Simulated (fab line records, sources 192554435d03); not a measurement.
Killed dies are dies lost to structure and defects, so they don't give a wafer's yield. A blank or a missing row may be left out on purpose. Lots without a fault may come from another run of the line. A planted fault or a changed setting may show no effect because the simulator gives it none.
Split-lot experiment | flow n5_finfet | 7 lots, 21 wafers read, on a route of 1938 steps

THE SPLIT
At N5_BEOL_M14_SPUTTER_43 (material TaN, target thk 15 nm, time 24.19 s), the setting power_w was moved away from the recipe's 15000 W on 7 of the 21 wafers read, by -16.8% to +15.1%. The other wafers ran this setting at the recipe's value.

The reading is taken at the split's own step.

THE READING
TaN_of_BEOL_M14_SPUTTER_43.thk_nm (the simulator's own value, which no gauge read), in nm, at N5_BEOL_M14_SPUTTER_43 (material TaN, target thk 15 nm, time 24.19 s). The file gives no usual value for it. The 14 wafers here that ran the recipe average 15.1 nm, standard deviation 0.2 nm.

wafer  | tool, chamber at the split | power_w as run, W | against the recipe | TaN_of_BEOL_M14_SPUTTER_43.thk_nm, nm | against lot-mates on the recipe
L074.4 | pvd_sputter-02, -          | 13040             | -13.1%             | 13.4                                  | no lot-mate on the recipe
L074.5 | pvd_sputter-02, -          | 13040             | -13.1%             | 13.2                                  | no lot-mate on the recipe
L074.6 | pvd_sputter-02, -          | 13040             | -13.1%             | 13.2                                  | no lot-mate on the recipe
L075.2 | pvd_sputter-01, -          | 15000             | recipe             | 15.4                                  | -
L075.4 | pvd_sputter-01, -          | 16450             | +9.7%              | 17                                    | +1.7
L075.6 | pvd_sputter-01, -          | 15000             | recipe             | 15.2                                  | -
L078.2 | pvd_sputter-03, -          | 15000             | recipe             | 15                                    | -
L078.3 | pvd_sputter-03, -          | 17270             | +15.1%             | 17                                    | +2.1
L078.5 | pvd_sputter-03, -          | 15000             | recipe             | 14.8                                  | -
L080.4 | pvd_sputter-02, -          | 15000             | recipe             | 15.2                                  | -
L080.5 | pvd_sputter-02, -          | 12480             | -16.8%             | 12.6                                  | -2.5
L080.6 | pvd_sputter-02, -          | 15000             | recipe             | 15                                    | -
L083.2 | pvd_sputter-03, -          | 15000             | recipe             | 15                                    | -
L083.3 | pvd_sputter-03, -          | 15000             | recipe             | 14.8                                  | -
L083.4 | pvd_sputter-03, -          | 15000             | recipe             | 15.4                                  | -
L085.2 | pvd_sputter-01, -          | 15000             | recipe             | 15.2                                  | -
L085.3 | pvd_sputter-01, -          | 15000             | recipe             | 15.2                                  | -
L085.4 | pvd_sputter-01, -          | 15000             | recipe             | 15.2                                  | -
L086.3 | pvd_sputter-03, -          | 14210             | -5.3%              | 14.4                                  | -0.5
L086.5 | pvd_sputter-03, -          | 15000             | recipe             | 15                                    | -
L086.6 | pvd_sputter-03, -          | 15000             | recipe             | 14.8                                  | -

THE FIT
A straight line over all 21 wafers: TaN_of_BEOL_M14_SPUTTER_43.thk_nm changes by +0.144 nm for each +1% of power_w; r = +0.98; the points scatter about the line by 0.22 nm.
The same after taking each lot's own level away (the mean of its wafers on the recipe; 18 wafers): +0.147 nm for each +1%; r = +0.98; scatter 0.16 nm.
On that fit, the largest move of power_w shifts the reading by 2.5 nm.
The lots' own levels span 14.90 to 15.30 nm, that is 2.0 times the standard deviation above.
So the lot-to-lot level changes the slope little: the two slopes agree.
Check: with one of the wafers moved furthest among these (-16.8%) left out of the fit, the line predicts -2.38 nm for it against its lot-mates. It came out at -2.5 nm against them.

OTHER SPLITS ON THESE WAFERS
These wafers also went through other splits before the reading. Each is held against what the fit with the lots' levels taken away leaves over:
other split on the same wafers    | wafers away from the commonest value | r with TaN_of_BEOL_M14_SPUTTER_43.thk_nm (lot level and that fit taken away)
N5_BEOL_M11_COAT_22 spin_rpm      | 4                                    | -0.27
N5_BEOL_M11_TRENCH_ETCH_37 time_s | 6                                    | -0.06
N5_BEOL_M11_CURE_72 time_s        | 12                                   | +0.16
N5_BEOL_M12_CMP_49 down_force_psi | 4                                    | -0.13
N5_BEOL_M13_ETCH_68 time_s        | 9                                    | -0.16

THE FILE'S OWN FIT
TaN_of_BEOL_M14_SPUTTER_43.thk_nm changes by +0.147 nm for each +1% of power_w, r = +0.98.
